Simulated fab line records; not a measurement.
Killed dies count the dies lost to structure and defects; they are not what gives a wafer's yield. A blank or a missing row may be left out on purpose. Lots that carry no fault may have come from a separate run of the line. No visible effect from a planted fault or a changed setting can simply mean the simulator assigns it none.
Check of tool commonality	flow nandHarc	Lots sampled 11, wafers sampled 33

## WHY IT WAS OPENED
On 2 of the 11 lots, a flag is raised at NHARC_A_CHANNEL_HOLE_D1_CD_MEAS_30 on the reading cdNm. No-fault wafers: 90.0 nm, standard deviation 1.6.
Rule: flag the lot when none of its wafers has a number, or when each of its wafers that has one lies beyond 4 standard deviations from that mean. The rest of the lots are taken to be sound.

lot	measured	on	cdNm (nm), wafer by wafer	flag
L537	day 8 15:50	cdSem-01	89.5 89.0 91.4	
L539	day 9 10:18	cdSem-01	90.1 90.0 88.2	
L540	day 10 03:35	cdSem-03	92.6 89.2 90.5	
L543	day 11 16:46	cdSem-03	87.0 86.4 87.5	
L544	day 11 17:19	cdSem-03	88.9 90.5 89.9	
L545	day 12 03:13	cdSem-02	91.0 87.0 89.9	
L547	day 13 03:42	cdSem-02	89.2 90.5 90.4	
L548	day 13 10:31	cdSem-03	90.2 90.3 89.8	
L555	day 16 13:23	cdSem-03	-0.4 1.1 2.9	FLAGGED
L556	day 16 14:31	cdSem-01	-0.4 0.0 0.0	FLAGGED
L558	day 17 23:08	cdSem-03	91.7 92.2 91.9	
On average the flagged lots' numbers are 0.5 nm, which is -89.5 nm against the usual, or -56 standard deviations.

## EACH LOT AND THE TOOL IT RAN ON
2 process steps preceding the reading are held in the record, out of 1302 steps in the route. Cell contents, in order: the tool; ch with the chambers the sampled wafers went through; the start.
lot	flag	NHARC_A_CHANNEL_HOLE_D1_ETCH_21	NHARC_A_CHANNEL_HOLE_D1_STRIP_27
L537		harEtch-02 ch 0,1, day 8 10:56	rieDiel-03 ch 0,2,3, day 8 15:50 or earlier
L539		harEtch-02 ch 0, day 9 05:17	rieDiel-03 ch 0,2,3, day 9 10:18 or earlier
L540		harEtch-02 ch 0,1, day 9 22:31	rieDiel-03 ch 0,1,3, day 10 03:35 or earlier
L543		harEtch-02 ch 1, day 11 07:52	rieDiel-04 ch 2,3, day 11 16:46 or earlier
L544		harEtch-01 ch 0,1, day 11 12:23	rieDiel-12 ch 0,1,2, day 11 17:19 or earlier
L545		harEtch-01 ch 0,1, day 11 22:07	rieDiel-03 ch 0,1, day 12 03:13 or earlier
L547		harEtch-01 ch 0,1, day 12 21:22	rieDiel-12 ch 0,3, day 13 03:42 or earlier
L548		harEtch-01 ch 0,1, day 13 05:22	rieDiel-12 ch 1,2,3, day 13 10:31 or earlier
L555	FLAGGED	harEtch-01 ch 0, day 16 08:22	rieDiel-03 ch 0,1,3, day 16 13:23 or earlier
L556	FLAGGED	harEtch-02 ch 0, day 16 09:25	rieDiel-03 ch 0,1,3, day 16 14:31 or earlier
L558		harEtch-01 ch 0,1, day 17 18:04	rieDiel-03 ch 1,2,3, day 17 23:08 or earlier
What these steps do:
- NHARC_A_CHANNEL_HOLE_D1_ETCH_21: etches the open film in C4F8/O2/Ar, time 514.3 s, target depth 1600 nm.
- NHARC_A_CHANNEL_HOLE_D1_STRIP_27: strips in O2.
- NHARC_A_CHANNEL_HOLE_D1_CD_MEAS_30

## FLAGGED AGAINST TOTAL, ONE TOOL AT A TIME (gauges that did the reading follow at the end)
step	tool	lots run	flagged	share of the flagged lots	sound lots run after its first flagged lot
NHARC_A_CHANNEL_HOLE_D1_ETCH_21	harEtch-01	6	1	some	1 (L558)
NHARC_A_CHANNEL_HOLE_D1_ETCH_21	harEtch-02	5	1	some	0
NHARC_A_CHANNEL_HOLE_D1_STRIP_27	rieDiel-03	7	2	all	1 (L558)
NHARC_A_CHANNEL_HOLE_D1_STRIP_27	rieDiel-04	1	0	none	-
NHARC_A_CHANNEL_HOLE_D1_STRIP_27	rieDiel-12	3	0	none	-
NHARC_A_CHANNEL_HOLE_D1_CD_MEAS_30	cdSem-01	3	1	some	0
NHARC_A_CHANNEL_HOLE_D1_CD_MEAS_30	cdSem-02	2	0	none	-
NHARC_A_CHANNEL_HOLE_D1_CD_MEAS_30	cdSem-03	6	1	some	1 (L558)
NHARC_A_CHANNEL_HOLE_D1_STRIP_27 gives no start for some lots, so the hours and the order of its lots are those of NHARC_A_CHANNEL_HOLE_D1_CD_MEAS_30.

## WHAT THE TABLE ALLOWS
1 row of the table ran every flagged lot: rieDiel-03 at NHARC_A_CHANNEL_HOLE_D1_STRIP_27.
- rieDiel-03 at NHARC_A_CHANNEL_HOLE_D1_STRIP_27 ran 7 lots, 2 of them flagged. Lots that were sound ran on it after the first flagged one (L558); a persistent fault on the entire tool would not allow that.
No row of the table ran every flagged lot and no sound lot after the first.

## WHAT HAD BEEN PUT IN BY THE SIMULATOR
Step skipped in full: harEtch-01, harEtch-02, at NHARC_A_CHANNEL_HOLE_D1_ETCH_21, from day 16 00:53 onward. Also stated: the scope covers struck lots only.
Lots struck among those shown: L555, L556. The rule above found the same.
